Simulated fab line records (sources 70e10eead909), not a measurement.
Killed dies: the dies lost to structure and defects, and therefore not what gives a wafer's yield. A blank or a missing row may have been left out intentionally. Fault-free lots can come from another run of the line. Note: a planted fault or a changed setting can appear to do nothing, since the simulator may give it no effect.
What tool caused it?    flow nandHarc    6 lots (18 wafers sampled), 1 step of a 1302-step route

== WHAT THE GAUGES READ, wafer by wafer ==
NHARC_P_M1_THK_MEAS_24: measures by xrf.
lot   measured      on            thkNm (nm)
L786  day 6 12:18   filmMetro-02  160.3 156.1 158.9
L787  day 7 14:05   filmMetro-01  156.8 159.1 157.6
L790  day 8 11:57   filmMetro-02  158.8 158.0 156.8
L793  day 9 11:42   filmMetro-01  159.3 158.4 159.4
L796  day 10 20:37  filmMetro-01  157.9 157.7 158.5
L807  day 15 15:17  filmMetro-01  154.9 157.7 157.1

== WHAT TOOL EACH LOT RAN ON (gives the tool, then ch and the chambers of the sampled wafers, and finally the start) ==
The record holds no process step before these readings.

== THE ANSWER, worked out from the rows above alone ==
Rule: usual is defined by the lots themselves. Put in order of their means at a reading, lots are off if they are a third of the lots or fewer, leave a main group of 4 or more, and stand apart from it by a gap of 3 or more times the standard deviation of the main group's means; of several such gaps the widest counts. The tables above print the reading to a certain number of digits; a main group whose means all agree to those digits is not used. Also off: a lot with no number at a reading for which 4 or more lots have one. All remaining lots with rows at the step are treated as sound.
Nothing can be told from this: no lot is off at any reading shown.

== WHAT HAD BEEN PUT IN BY THE SIMULATOR ==
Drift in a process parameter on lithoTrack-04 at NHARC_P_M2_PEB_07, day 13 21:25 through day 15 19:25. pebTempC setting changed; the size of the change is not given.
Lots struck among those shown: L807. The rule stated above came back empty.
